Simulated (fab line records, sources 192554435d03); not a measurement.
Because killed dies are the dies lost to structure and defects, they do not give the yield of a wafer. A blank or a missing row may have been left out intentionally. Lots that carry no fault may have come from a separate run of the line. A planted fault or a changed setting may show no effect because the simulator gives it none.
fab line records / flow n5-finfet
record lots=4 wafers=12 last-day=16
route steps=1938 shown BEOL_M4@1099 BEOL_M5@1112 BEOL_M9@1443 PASSIVATION@1936
lots that met no fault: taken from a fault-free run of the same line
start-h: start of the lot's first displayed wafer, in hours after the record's first day / wait-h: hours elapsed since this lot's preceding step / " identical to the entry in the row above / L1.1+2: a single row standing in for several wafers / - no value, or no start given / * or withheld: withheld / < > ~ a bound
route shown NAME@n: NAME is a module with steps in the file, n the number in the route of the first one / usual: mean and standard deviation over wafers with no fault / same: alike in all rows / chamber/n: place in a boat / sites: readings site by site / _std_site: standard deviation of those values / _edge_site: outer sites' mean less inner sites' / radius-mm: for every site, how far away it sits from the centre of the wafer / mask NAME#n: copy n / behind: tool/chamber where the wafer was last shaped / hold: why the lot went on hold/how many hours it stayed there/how the hold came to an end / device: transistor that didn't switch, given as n, p or np / end of line: the tests these same wafers got at the end of their route / a step without rows: its recipe alone / killed: dies that structure and defects cost at the first sort, which is not the same as the wafer's yield / map: dies across one wafer; x = killed, . = not, _ = none there
set.NAME: the run value of the setting; set.NAME@STEP: its run value at that earlier step / model.NAME: the simulator's own value behind a step, which no gauge read
lots at selected steps of the route; one table per step, one row per wafer
## steps
# step N5_BEOL_M4_ANNEAL_95
# recipe temp-c=400 time-s=240 ambient=vacuum
# step N5_BEOL_M4_SPUTTER_96
# recipe material=Cu target-thk-a=45 temp-c=-20 chamber-pressure-pa=0.07 power-w=withheld time-s=8.29
# step N5_BEOL_M4_ECD_50
# recipe material=Cu target-thk-a=3000
# step N5_BEOL_M4_ANNEAL_51
# recipe temp-c=225 time-s=90 ambient=N2
# step N5_BEOL_M4_CMP_52
# recipe stop-on=SiOC t-overpolish-s=6.8 down-force-psi=1 platen-rpm=50 clearing-platen-down-force-psi=1.5 clearing-platen-rpm=50 post-cmp-clean=cu-alkaline target-thk-nm=40 clearing-platen-pad-velocity-m-s=0.99484 pad-velocity-m-s=0.99484
# step N5_BEOL_M4_PRE_CLEAN_60
# recipe gas=NH3/H2 time-s=15 temp-c=* rf-power-w=300
# step N5_BEOL_M4_CO_CAP_55
# recipe material=Co target-thk-a=20 temp-c=200 precursor=CCTBA/H2 pressure-torr=30 time-s=102.1
# step N5_BEOL_M4_PRE_CLEAN_56
# recipe gas=NH3 time-s=15 temp-c=withheld rf-power-w=300
# step N5_BEOL_M4_DEP_57
# recipe material=SiCN target-thk-a=80 temp-c=withheld precursor=3MS/NH3 pressure-torr=3 rf-w=202 time-s=14
# step N5_BEOL_M4_RC_MEAS_101
# usual DIBL_N=36.3/1.8 DIBL_P=36.5/2.1 IOFF_N=0.16/0.031 IOFF_P=0.22/0.038 ION_N=677/12 ION_P=466/7.8 SS_N=71.5/0.61 SS_P=73.2/0.7 VT_N=249/3 VT_P=-248.9/3
lot.wafer=L132.2 tool=prober-01 chamber=0 start-h=229.85 wait-h=0.2 DIBL_N[mV/V]=37.1 DIBL_P[mV/V]=36.9 IOFF_N[nA/um]=0.16 IOFF_P[nA/um]=0.22 ION_N[uA/um]=669 ION_P[uA/um]=460 SS_N[mV/dec]=72.0 SS_P[mV/dec]=73.5 VT_N[mV]=251 VT_P[mV]=-249.3
lot.wafer=L132.5 tool=prober-01 chamber=0 start-h=229.85 wait-h=0.2 DIBL_N[mV/V]=34.6 DIBL_P[mV/V]=33.6 IOFF_N[nA/um]=0.13 IOFF_P[nA/um]=0.17 ION_N[uA/um]=677 ION_P[uA/um]=467 SS_N[mV/dec]=71.5 SS_P[mV/dec]=72.5 VT_N[mV]=252 VT_P[mV]=-251.9
lot.wafer=L132.6 tool=prober-01 chamber=0 start-h=229.85 wait-h=0.2 DIBL_N[mV/V]=38.5 DIBL_P[mV/V]=37.9 IOFF_N[nA/um]=0.19 IOFF_P[nA/um]=0.25 ION_N[uA/um]=669 ION_P[uA/um]=463 SS_N[mV/dec]=72.2 SS_P[mV/dec]=73.8 VT_N[mV]=246 VT_P[mV]=-248.2
lot.wafer=L131.1 tool=prober-01 chamber=0 start-h=231.55 wait-h=0.0 DIBL_N[mV/V]=37.1 DIBL_P[mV/V]=37.3 IOFF_N[nA/um]=0.17 IOFF_P[nA/um]=0.22 ION_N[uA/um]=687 ION_P[uA/um]=468 SS_N[mV/dec]=71.6 SS_P[mV/dec]=74.1 VT_N[mV]=249 VT_P[mV]=-250.1
lot.wafer=L131.5 tool=prober-01 chamber=0 start-h=231.55 wait-h=0.0 DIBL_N[mV/V]=37.0 DIBL_P[mV/V]=37.4 IOFF_N[nA/um]=0.17 IOFF_P[nA/um]=0.21 ION_N[uA/um]=682 ION_P[uA/um]=462 SS_N[mV/dec]=72.2 SS_P[mV/dec]=74.7 VT_N[mV]=251 VT_P[mV]=-251.6
lot.wafer=L131.6 tool=prober-01 chamber=0 start-h=231.55 wait-h=0.0 DIBL_N[mV/V]=37.4 DIBL_P[mV/V]=38.0 IOFF_N[nA/um]=0.18 IOFF_P[nA/um]=0.22 ION_N[uA/um]=686 ION_P[uA/um]=465 SS_N[mV/dec]=71.5 SS_P[mV/dec]=74.3 VT_N[mV]=251 VT_P[mV]=-249.1
lot.wafer=L136.2 tool=prober-01 chamber=0 start-h=236.95 wait-h=0.2 DIBL_N[mV/V]=36.4 DIBL_P[mV/V]=35.9 IOFF_N[nA/um]=0.14 IOFF_P[nA/um]=0.20 ION_N[uA/um]=676 ION_P[uA/um]=473 SS_N[mV/dec]=71.2 SS_P[mV/dec]=72.5 VT_N[mV]=251 VT_P[mV]=-250.9
lot.wafer=L136.4 tool=prober-01 chamber=0 start-h=236.95 wait-h=0.2 DIBL_N[mV/V]=39.8 DIBL_P[mV/V]=38.5 IOFF_N[nA/um]=0.19 IOFF_P[nA/um]=0.24 ION_N[uA/um]=682 ION_P[uA/um]=465 SS_N[mV/dec]=71.5 SS_P[mV/dec]=73.9 VT_N[mV]=247 VT_P[mV]=-249.4
lot.wafer=L136.5 tool=prober-01 chamber=0 start-h=236.95 wait-h=0.2 DIBL_N[mV/V]=37.5 DIBL_P[mV/V]=35.8 IOFF_N[nA/um]=0.15 IOFF_P[nA/um]=0.19 ION_N[uA/um]=674 ION_P[uA/um]=460 SS_N[mV/dec]=71.9 SS_P[mV/dec]=73.0 VT_N[mV]=253 VT_P[mV]=-252.9
lot.wafer=L140.2 tool=prober-02 chamber=0 start-h=267.20 wait-h=0.2 DIBL_N[mV/V]=36.9 DIBL_P[mV/V]=37.5 IOFF_N[nA/um]=0.16 IOFF_P[nA/um]=0.25 ION_N[uA/um]=679 ION_P[uA/um]=472 SS_N[mV/dec]=72.3 SS_P[mV/dec]=73.5 VT_N[mV]=252 VT_P[mV]=-248.5
lot.wafer=L140.4 tool=prober-02 chamber=0 start-h=267.20 wait-h=0.2 DIBL_N[mV/V]=39.2 DIBL_P[mV/V]=40.4 IOFF_N[nA/um]=0.21 IOFF_P[nA/um]=0.31 ION_N[uA/um]=677 ION_P[uA/um]=475 SS_N[mV/dec]=71.9 SS_P[mV/dec]=74.6 VT_N[mV]=248 VT_P[mV]=-245.5
lot.wafer=L140.5 tool=prober-02 chamber=0 start-h=267.20 wait-h=0.2 DIBL_N[mV/V]=35.7 DIBL_P[mV/V]=36.7 IOFF_N[nA/um]=0.16 IOFF_P[nA/um]=0.25 ION_N[uA/um]=690 ION_P[uA/um]=483 SS_N[mV/dec]=70.9 SS_P[mV/dec]=72.9 VT_N[mV]=250 VT_P[mV]=-245.8
# step N5_BEOL_M5_ILD_DEP_00
# recipe material=SiCOH_lowk target-thk-a=1406.4 temp-c=300 precursor=DEMS/porogen pressure-torr=5 rf-w=500 time-s=25.9
# step N5_BEOL_M5_CURE_79
# recipe temp-c=385 time-s=240 ambient=He/Ar material=SiCOH_lowk
# step N5_BEOL_M5_PECVD_70
# recipe material=SiO2 target-thk-a=160 temp-c=400 precursor=TEOS/O2 pressure-torr=5.5 rf-w=450 teos-flow-sccm=53.8 gas=O2 flow-sccm=3000 time-s=18
# step N5_BEOL_M5_HM_DEP_02
# recipe material=TiN target-thk-a=200 temp-c=25 chamber-pressure-pa=0.49996
# step N5_BEOL_M5_COAT_59
# recipe resist=SOC temp-c=250 time-s=60 spin-rpm=1500 resist-thk-nm=60
# step N5_BEOL_M5_COAT_60
# recipe resist=SiARC temp-c=220 time-s=60 spin-rpm=1500 resist-thk-nm=12
# step N5_BEOL_M5_COAT_71
# recipe resist=underlayer temp-c=205 time-s=60 spin-rpm=1500 resist-thk-nm=5
# step N5_BEOL_M5_COAT_05
# recipe resist=CAR-EUV spin-rpm=1500 resist-thk-nm=30
# step N5_BEOL_M5_EBR_07
# recipe solvent=PGMEA ebr-width-mm=1.5
# step N5_BEOL_M5_SOFTBAKE_06
# recipe temp-c=110 time-s=60 resist=CAR-EUV
# step N5_BEOL_M5_EXPOSE_08
# recipe mask-id=M5 na=0.33 source-shape=annular sigma-inner=0.4 sigma-outer=0.8 polarization=unpolarized target-cd-nm=28 dose-mj=35.75
# step N5_BEOL_M5_PEB_09
# recipe peb-temp-c=100 peb-time-s=60 resist=CAR-EUV
# step N5_BEOL_M5_DEVELOP_10
# recipe develop-time-s=30 developer=TMAH resist=CAR-EUV rinse-liquid=surfactant-rinse dry=air-spin dev-temp-c=23
# step N5_BEOL_M5_DESCUM_16
# recipe chemistry=O2 time-s=7 source-power-w=50 bias-power-w=20 pressure-mtorr=20 rf-frequency-hz=2.712e+07 temp-c=40 resist=CAR-EUV o2-flow-sccm=225
# step N5_BEOL_M5_ETCH_72
# recipe chemistry=N2/H2 target=underlayer target-depth-a=65 mask-material=CAR-EUV time-s=5.2 ion-energy-ev=200 pressure-mtorr=30 source-w=840 bias-w=150 n2-flow-sccm=200 h2-flow-sccm=200 ends=cleared
# step N5_BEOL_M5_ETCH_61
# recipe chemistry=CF4 target=SiARC target-depth-a=156 mask-material=CAR-EUV time-s=26 ion-energy-ev=80 pressure-mtorr=40 source-w=545 bias-w=36 Ar_flow_sccm=100 cf4-flow-sccm=100 ends=cleared
# step N5_BEOL_M5_ETCH_62
# recipe chemistry=N2/H2 target=SOC target-depth-a=750 overetch-a=150 mask-material=SiARC temp-c=40 time-s=112.5 ion-energy-ev=200 pressure-mtorr=30 source-w=840 bias-w=150 n2-flow-sccm=200 h2-flow-sccm=200
# step N5_BEOL_M5_STRIP_63
# recipe chemistry=N2/H2 temp-c=40 n2-flow-sccm=200 h2-flow-sccm=200 rf-frequency-hz=6e+07
# step N5_BEOL_M5_STRIP_73
# recipe chemistry=N2/H2 temp-c=40 n2-flow-sccm=200 h2-flow-sccm=200 rf-frequency-hz=6e+07
# step N5_BEOL_M5_STRIP_64
# recipe chemistry=CF4 resist=SiARC power-w=300 bias-power-w=75 pressure-mtorr=50 cf4-flow-sccm=150 rf-frequency-hz=6e+07
# step N5_BEOL_M5_HM_OPEN_17
# recipe chemistry=Cl2/BCl3 target-depth-a=200 overetch-a=60 target=TiN mask-material=SOC ion-energy-ev=150 pressure-mtorr=10 icp-w=1000 bias-w=126 Cl2_flow_sccm=53.25 bcl3-flow-sccm=21.75 Ar_flow_sccm=25
# step N5_BEOL_M5_STRIP_19
# recipe chemistry=O2 power-w=400 temp-c=40 pressure-mtorr=30 rf-frequency-hz=6e+07 bias-power-w=0 overash-fraction=0.2 o2-flow-sccm=225
# step N5_BEOL_M5_COAT_65
# recipe resist=SOC temp-c=250 time-s=60 spin-rpm=1500 resist-thk-nm=60
# step N5_BEOL_M5_COAT_66
# recipe resist=SiARC temp-c=220 time-s=60 spin-rpm=1500 resist-thk-nm=12
# step N5_BEOL_M9_VIA_ETCH_34
# recipe chemistry=C4F6/O2 target=SiCOH_lowk target-depth-a=1824 mask-material=SOC taper-deg=4 time-s=68.4 ion-energy-ev=250 pressure-mtorr=30 source-w=345 bias-w=185 Ar_flow_sccm=300 C4F6_flow_sccm=10 O2_flow_sccm=10
# usual C4F6_flow_sccm=10.00/0.031 O2_flow_sccm=10.002/0.029 drypump-motor-current-A=5.9/0.4 oes_o_777_au=0.78/0.098 oes-product-au=0.78/0.094 rf-vpp-V=666/9.5 showerhead-plenum-p-Torr=2.87/0.077 throttle-valve-pct=20.93/0.3
lot.wafer=L132.2 tool=rie-diel-06 chamber=3 start-h=276.26 wait-h=0.0 C4F6_flow_sccm=- O2_flow_sccm=- drypump-motor-current-A=- oes_o_777_au=- oes-product-au=- rf-hours-counter-h=- rf-vpp-V=- showerhead-plenum-p-Torr=- throttle-valve-pct=- model.SOC_of_BEOL_M9_COAT_63.thk-nm=60.2 model.SiARC_of_BEOL_M9_COAT_64.thk-nm=6.8
lot.wafer=L132.5 tool=rie-diel-06 chamber=2 start-h=276.26 wait-h=0.0 C4F6_flow_sccm=- O2_flow_sccm=- drypump-motor-current-A=- oes_o_777_au=- oes-product-au=- rf-hours-counter-h=- rf-vpp-V=- showerhead-plenum-p-Torr=- throttle-valve-pct=- model.SOC_of_BEOL_M9_COAT_63.thk-nm=59.8 model.SiARC_of_BEOL_M9_COAT_64.thk-nm=6.2
lot.wafer=L132.6 tool=rie-diel-06 chamber=3 start-h=276.26 wait-h=0.0 C4F6_flow_sccm=- O2_flow_sccm=- drypump-motor-current-A=- oes_o_777_au=- oes-product-au=- rf-hours-counter-h=- rf-vpp-V=- showerhead-plenum-p-Torr=- throttle-valve-pct=- model.SOC_of_BEOL_M9_COAT_63.thk-nm=59.6 model.SiARC_of_BEOL_M9_COAT_64.thk-nm=6.6
lot.wafer=L131.1 tool=rie-diel-04 chamber=1 start-h=276.39 wait-h=0.0 C4F6_flow_sccm=- O2_flow_sccm=- drypump-motor-current-A=- oes_o_777_au=- oes-product-au=- rf-hours-counter-h=- rf-vpp-V=- showerhead-plenum-p-Torr=- throttle-valve-pct=- model.SOC_of_BEOL_M9_COAT_63.thk-nm=59.8 model.SiARC_of_BEOL_M9_COAT_64.thk-nm=6.6
lot.wafer=L131.5 tool=rie-diel-04 chamber=1 start-h=276.39 wait-h=0.0 C4F6_flow_sccm=- O2_flow_sccm=- drypump-motor-current-A=- oes_o_777_au=- oes-product-au=- rf-hours-counter-h=- rf-vpp-V=- showerhead-plenum-p-Torr=- throttle-valve-pct=- model.SOC_of_BEOL_M9_COAT_63.thk-nm=60 model.SiARC_of_BEOL_M9_COAT_64.thk-nm=6.6
lot.wafer=L131.6 tool=rie-diel-04 chamber=2 start-h=276.39 wait-h=0.0 C4F6_flow_sccm=- O2_flow_sccm=- drypump-motor-current-A=- oes_o_777_au=- oes-product-au=- rf-hours-counter-h=- rf-vpp-V=- showerhead-plenum-p-Torr=- throttle-valve-pct=- model.SOC_of_BEOL_M9_COAT_63.thk-nm=60 model.SiARC_of_BEOL_M9_COAT_64.thk-nm=6.2
lot.wafer=L136.2 tool=rie-diel-06 chamber=1 start-h=279.61 wait-h=0.0 C4F6_flow_sccm=10.02 O2_flow_sccm=10.019 drypump-motor-current-A=5.3 oes_o_777_au=0.71 oes-product-au=0.71 rf-hours-counter-h=171 rf-vpp-V=648 showerhead-plenum-p-Torr=2.86 throttle-valve-pct=21.09 model.SOC_of_BEOL_M9_COAT_63.thk-nm=51.6 model.SiARC_of_BEOL_M9_COAT_64.thk-nm=0
lot.wafer=L136.4 tool=rie-diel-06 chamber=2 start-h=279.61 wait-h=0.0 C4F6_flow_sccm=10.03 O2_flow_sccm=10.043 drypump-motor-current-A=5.5 oes_o_777_au=0.82 oes-product-au=0.79 rf-hours-counter-h=109 rf-vpp-V=659 showerhead-plenum-p-Torr=2.75 throttle-valve-pct=20.83 model.SOC_of_BEOL_M9_COAT_63.thk-nm=51 model.SiARC_of_BEOL_M9_COAT_64.thk-nm=0
lot.wafer=L136.5 tool=rie-diel-06 chamber=1 start-h=279.61 wait-h=0.0 C4F6_flow_sccm=10.02 O2_flow_sccm=10.032 drypump-motor-current-A=5.3 oes_o_777_au=0.72 oes-product-au=0.71 rf-hours-counter-h=- rf-vpp-V=650 showerhead-plenum-p-Torr=2.86 throttle-valve-pct=21.08 model.SOC_of_BEOL_M9_COAT_63.thk-nm=51.6 model.SiARC_of_BEOL_M9_COAT_64.thk-nm=0
lot.wafer=L140.2 tool=rie-diel-06 chamber=3 start-h=315.36 wait-h=0.0 C4F6_flow_sccm=9.99 O2_flow_sccm=10.048 drypump-motor-current-A=6.0 oes_o_777_au=0.66 oes-product-au=0.66 rf-hours-counter-h=241 rf-vpp-V=648 showerhead-plenum-p-Torr=2.69 throttle-valve-pct=21.22 model.SOC_of_BEOL_M9_COAT_63.thk-nm=51.8 model.SiARC_of_BEOL_M9_COAT_64.thk-nm=0
lot.wafer=L140.4 tool=rie-diel-06 chamber=1 start-h=315.36 wait-h=0.0 C4F6_flow_sccm=10.04 O2_flow_sccm=9.999 drypump-motor-current-A=5.3 oes_o_777_au=0.70 oes-product-au=0.70 rf-hours-counter-h=181 rf-vpp-V=649 showerhead-plenum-p-Torr=2.86 throttle-valve-pct=21.12 model.SOC_of_BEOL_M9_COAT_63.thk-nm=51.4 model.SiARC_of_BEOL_M9_COAT_64.thk-nm=0
lot.wafer=L140.5 tool=rie-diel-06 chamber=1 start-h=315.36 wait-h=0.0 C4F6_flow_sccm=10.05 O2_flow_sccm=9.989 drypump-motor-current-A=5.3 oes_o_777_au=0.71 oes-product-au=0.71 rf-hours-counter-h=- rf-vpp-V=652 showerhead-plenum-p-Torr=2.86 throttle-valve-pct=21.10 model.SOC_of_BEOL_M9_COAT_63.thk-nm=51.6 model.SiARC_of_BEOL_M9_COAT_64.thk-nm=0
# step N5_PASSIVATION_PROBE_49
# usual defect-limited-yield=91.2/1.5 killed_at_M0_to_M3=33/9.6 killed_at_M4_up=14/5.6 killed-at-contacts=14/5.5 killed-at-front-end=40/13 killed-at-other=4/3 killed-dies=104/17 killed-on-rim=14/4.3 killed-open=68/13 killed-short=33/7.2 sort_bin_5_function=5.2/0.95 sort_bin_6_memory=3.3/0.62 sort-n-pass=1076/17 sort-yield-pct=91.2/1.5
# same gross-dies=1180 killed-at-back-side=0 sort_bin_4_leakage[%]=0 sort_bin_8_speed[%]=0
lot.wafer=L132.2 tool=prober-02 chamber=- start-h=337.09 wait-h=0.1 defect-limited-yield[%]=0 killed_at_M0_to_M3=28 killed_at_M4_up=1088 killed-at-contacts=12 killed-at-front-end=41 killed-at-other=11 killed-dies=1180 killed-on-rim=152 killed-open=71 killed-short=44 sort_bin_5_function[%]=95.5 sort_bin_6_memory[%]=4.1 sort-n-pass=0 sort-yield-pct[%]=0
lot.wafer=L132.5 tool=prober-02 chamber=- start-h=337.24 wait-h=0.2 defect-limited-yield[%]=0 killed_at_M0_to_M3=41 killed_at_M4_up=1090 killed-at-contacts=7 killed-at-front-end=41 killed-at-other=1 killed-dies=1180 killed-on-rim=152 killed-open=58 killed-short=43 sort_bin_5_function[%]=95.9 sort_bin_6_memory[%]=3.8 sort-n-pass=0 sort-yield-pct[%]=0
lot.wafer=L132.6 tool=prober-02 chamber=- start-h=337.29 wait-h=0.3 defect-limited-yield[%]=0 killed_at_M0_to_M3=42 killed_at_M4_up=1069 killed-at-contacts=10 killed-at-front-end=55 killed-at-other=4 killed-dies=1180 killed-on-rim=152 killed-open=89 killed-short=38 sort_bin_5_function[%]=96.1 sort_bin_6_memory[%]=3.3 sort-n-pass=0 sort-yield-pct[%]=0
lot.wafer=L131.1 tool=prober-01 chamber=- start-h=337.59 wait-h=0.0 defect-limited-yield[%]=0 killed_at_M0_to_M3=28 killed_at_M4_up=1102 killed-at-contacts=18 killed-at-front-end=26 killed-at-other=6 killed-dies=1180 killed-on-rim=152 killed-open=72 killed-short=24 sort_bin_5_function[%]=96.9 sort_bin_6_memory[%]=2.9 sort-n-pass=0 sort-yield-pct[%]=0
lot.wafer=L131.5 tool=prober-01 chamber=- start-h=337.79 wait-h=0.2 defect-limited-yield[%]=0 killed_at_M0_to_M3=30 killed_at_M4_up=1067 killed-at-contacts=21 killed-at-front-end=48 killed-at-other=14 killed-dies=1180 killed-on-rim=152 killed-open=82 killed-short=48 sort_bin_5_function[%]=94.8 sort_bin_6_memory[%]=4.6 sort-n-pass=0 sort-yield-pct[%]=0
lot.wafer=L131.6 tool=prober-01 chamber=- start-h=337.84 wait-h=0.3 defect-limited-yield[%]=0 killed_at_M0_to_M3=29 killed_at_M4_up=1097 killed-at-contacts=11 killed-at-front-end=38 killed-at-other=5 killed-dies=1180 killed-on-rim=152 killed-open=65 killed-short=27 sort_bin_5_function[%]=96.5 sort_bin_6_memory[%]=3.1 sort-n-pass=0 sort-yield-pct[%]=0
# killed by level:class
L132.2 BEOL_M9:area-etch=1061 BEOL_M4:geometric-particle:open=12 BEOL_M2:geometric-particle:open=11 MOL_CONTACT_COAG:geometric-particle:open=10 FIN_SAQP:geometric-particle:open=8 FIN_SAQP:geometric-particle:short=7 BEOL_M2:geometric-particle:short=6 BEOL_M8:geometric-particle:open=4
L132.5 BEOL_M9:area-etch=1078 BEOL_M2:geometric-particle:open=12 FIN_SAQP:geometric-particle:short=11 BEOL_M0_SAQP:geometric-particle:short=9 GATE_CUT:geometric-particle:short=6 GATE_CUT:geometric-particle:open=6 MOL_CONTACT_COAG:geometric-particle:open=6 BEOL_M0_SAQP:geometric-particle:open=6
L132.6 BEOL_M9:area-etch=1052 FIN_SAQP:geometric-particle:open=14 BEOL_M2:geometric-particle:open=12 BEOL_M4:geometric-particle:open=10 MOL_CONTACT_COAG:geometric-particle:open=9 BEOL_M0_SAQP:geometric-particle:short=8 GATE_CUT:geometric-particle:short=6 BEOL_M0_SAQP:geometric-particle:open=6
L131.1 BEOL_M9:area-etch=1084 FIN_SAQP:geometric-particle:open=14 MOL_CONTACT_COAG:geometric-particle:open=13 BEOL_M3:geometric-particle:open=10 BEOL_M4:geometric-particle:open=7 MOL_CONTACT_COAG:geometric-particle:short=5 BEOL_M0_SAQP:geometric-particle:open=5 BEOL_M0_SAQP:geometric-particle:short=5
L131.5 BEOL_M9:area-etch=1050 MOL_CONTACT_COAG:geometric-particle:open=17 STI_FIN_REVEAL:geometric-particle:open=12 FIN_SAQP:geometric-particle:open=10 BEOL_M0_SAQP:geometric-particle:short=10 BEOL_M4:geometric-particle:open=9 BEOL_M0_SAQP:geometric-particle:open=7 STARTING-WAFER:geometric-particle:short=7
L131.6 BEOL_M9:area-etch=1088 STI_FIN_REVEAL:geometric-particle:open=11 BEOL_M3:geometric-particle:open=8 MOL_CONTACT_COAG:geometric-particle:open=7 FIN_SAQP:geometric-particle:open=6 BEOL_M1:geometric-particle:open=6 STARTING-WAFER:geometric-particle:open=6 STARTING-WAFER:geometric-particle:short=6
# map L131.1 (x killed, . not)
_________________xxxxxxxxxxxx________________
______________xxxxxxxxxxxxxxxxxx_____________
___________xxxxxxxxxxxxxxxxxxxxxxxx__________
__________xxxxxxxxxxxxxxxxxxxxxxxxxx_________
________xxxxxxxxxxxxxxxxxxxxxxxxxxxxxx_______
_______xxxxxxxxxxxxxxxxxxxxxxxxxxxxxxxx______
______xxxxxxxxxxxxxxxxxxxxxxxxxxxxxxxxxx_____
_____xxxxxxxxxxxxxxxxxxxxxxxxxxxxxxxxxxxx____
____xxxxxxxxxxxxxxxxxxxxxxxxxxxxxxxxxxxxxx___
___xxxxxxxxxxxxxxxxxxxxxxxxxxxxxxxxxxxxxxxx__
___xxxxxxxxxxxxxxxxxxxxxxxxxxxxxxxxxxxxxxxx__
__xxxxxxxxxxxxxxxxxxxxxxxxxxxxxxxxxxxxxxxxxx_
__xxxxxxxxxxxxxxxxxxxxxxxxxxxxxxxxxxxxxxxxxx_
_xxxxxxxxxxxxxxxxxxxxxxxxxxxxxxxxxxxxxxxxxxxx
_xxxxxxxxxxxxxxxxxxxxxxxxxxxxxxxxxxxxxxxxxxxx
_xxxxxxxxxxxxxxxxxxxxxxxxxxxxxxxxxxxxxxxxxxxx
_xxxxxxxxxxxxxxxxxxxxxxxxxxxxxxxxxxxxxxxxxxxx
_xxxxxxxxxxxxxxxxxxxxxxxxxxxxxxxxxxxxxxxxxxxx
_xxxxxxxxxxxxxxxxxxxxxxxxxxxxxxxxxxxxxxxxxxxx
_xxxxxxxxxxxxxxxxxxxxxxxxxxxxxxxxxxxxxxxxxxxx
_xxxxxxxxxxxxxxxxxxxxxxxxxxxxxxxxxxxxxxxxxxxx
__xxxxxxxxxxxxxxxxxxxxxxxxxxxxxxxxxxxxxxxxxx_
__xxxxxxxxxxxxxxxxxxxxxxxxxxxxxxxxxxxxxxxxxx_
___xxxxxxxxxxxxxxxxxxxxxxxxxxxxxxxxxxxxxxxx__
___xxxxxxxxxxxxxxxxxxxxxxxxxxxxxxxxxxxxxxxx__
____xxxxxxxxxxxxxxxxxxxxxxxxxxxxxxxxxxxxxx___
_____xxxxxxxxxxxxxxxxxxxxxxxxxxxxxxxxxxxx____
______xxxxxxxxxxxxxxxxxxxxxxxxxxxxxxxxxx_____
_______xxxxxxxxxxxxxxxxxxxxxxxxxxxxxxxx______
________xxxxxxxxxxxxxxxxxxxxxxxxxxxxxx_______
__________xxxxxxxxxxxxxxxxxxxxxxxxxx_________
___________xxxxxxxxxxxxxxxxxxxxxxxx__________
______________xxxxxxxxxxxxxxxxxx_____________
_________________xxxxxxxxxxxx________________
# map L132.2 (x killed, . not)
_________________xxxxxxxxxxxx________________
______________xxxxxxxxxxxxxxxxxx_____________
___________xxxxxxxxxxxxxxxxxxxxxxxx__________
__________xxxxxxxxxxxxxxxxxxxxxxxxxx_________
________xxxxxxxxxxxxxxxxxxxxxxxxxxxxxx_______
_______xxxxxxxxxxxxxxxxxxxxxxxxxxxxxxxx______
______xxxxxxxxxxxxxxxxxxxxxxxxxxxxxxxxxx_____
_____xxxxxxxxxxxxxxxxxxxxxxxxxxxxxxxxxxxx____
____xxxxxxxxxxxxxxxxxxxxxxxxxxxxxxxxxxxxxx___
___xxxxxxxxxxxxxxxxxxxxxxxxxxxxxxxxxxxxxxxx__
___xxxxxxxxxxxxxxxxxxxxxxxxxxxxxxxxxxxxxxxx__
__xxxxxxxxxxxxxxxxxxxxxxxxxxxxxxxxxxxxxxxxxx_
__xxxxxxxxxxxxxxxxxxxxxxxxxxxxxxxxxxxxxxxxxx_
_xxxxxxxxxxxxxxxxxxxxxxxxxxxxxxxxxxxxxxxxxxxx
_xxxxxxxxxxxxxxxxxxxxxxxxxxxxxxxxxxxxxxxxxxxx
_xxxxxxxxxxxxxxxxxxxxxxxxxxxxxxxxxxxxxxxxxxxx
_xxxxxxxxxxxxxxxxxxxxxxxxxxxxxxxxxxxxxxxxxxxx
_xxxxxxxxxxxxxxxxxxxxxxxxxxxxxxxxxxxxxxxxxxxx
_xxxxxxxxxxxxxxxxxxxxxxxxxxxxxxxxxxxxxxxxxxxx
_xxxxxxxxxxxxxxxxxxxxxxxxxxxxxxxxxxxxxxxxxxxx
_xxxxxxxxxxxxxxxxxxxxxxxxxxxxxxxxxxxxxxxxxxxx
__xxxxxxxxxxxxxxxxxxxxxxxxxxxxxxxxxxxxxxxxxx_
__xxxxxxxxxxxxxxxxxxxxxxxxxxxxxxxxxxxxxxxxxx_
___xxxxxxxxxxxxxxxxxxxxxxxxxxxxxxxxxxxxxxxx__
___xxxxxxxxxxxxxxxxxxxxxxxxxxxxxxxxxxxxxxxx__
____xxxxxxxxxxxxxxxxxxxxxxxxxxxxxxxxxxxxxx___
_____xxxxxxxxxxxxxxxxxxxxxxxxxxxxxxxxxxxx____
______xxxxxxxxxxxxxxxxxxxxxxxxxxxxxxxxxx_____
_______xxxxxxxxxxxxxxxxxxxxxxxxxxxxxxxx______
________xxxxxxxxxxxxxxxxxxxxxxxxxxxxxx_______
__________xxxxxxxxxxxxxxxxxxxxxxxxxx_________
___________xxxxxxxxxxxxxxxxxxxxxxxx__________
______________xxxxxxxxxxxxxxxxxx_____________
_________________xxxxxxxxxxxx________________
## key
first-sign step=N5_BEOL_M9_VIA_ETCH_34 reading=tool-record direction=missing
effect step=N5_PASSIVATION_PROBE_49 reading=killed_at_M4_up direction=up sigmas=99+ usual=14 struck=1086
model-effect step=N5_BEOL_M9_VIA_ETCH_34 value=SOC_of_BEOL_M9_COAT_63.thk-nm without=51.1 struck=59.9
more-kills-born-at N5_BEOL_M9_VIA_ETCH_34@rie-diel-04=3222 N5_BEOL_M9_VIA_ETCH_34@rie-diel-06=3191
met-at N5_BEOL_M9_VIA_ETCH_34
struck-wafers L131.1,L131.5,L131.6,L132.2,L132.5,L132.6
later-rows-left-out L131.1,L131.5,L131.6,L132.2,L132.5,L132.6
fault kind=skipped-step-whole tool=rie-diel-04,rie-diel-06 chamber=- onset-h=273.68 steps=N5_BEOL_M9_VIA_ETCH_34 scope=struck-lots-only
# later-rows-left-out: the simulator's readings of these wafers behind a module that went badly wrong aren't trusted and aren't shown, but for the sort
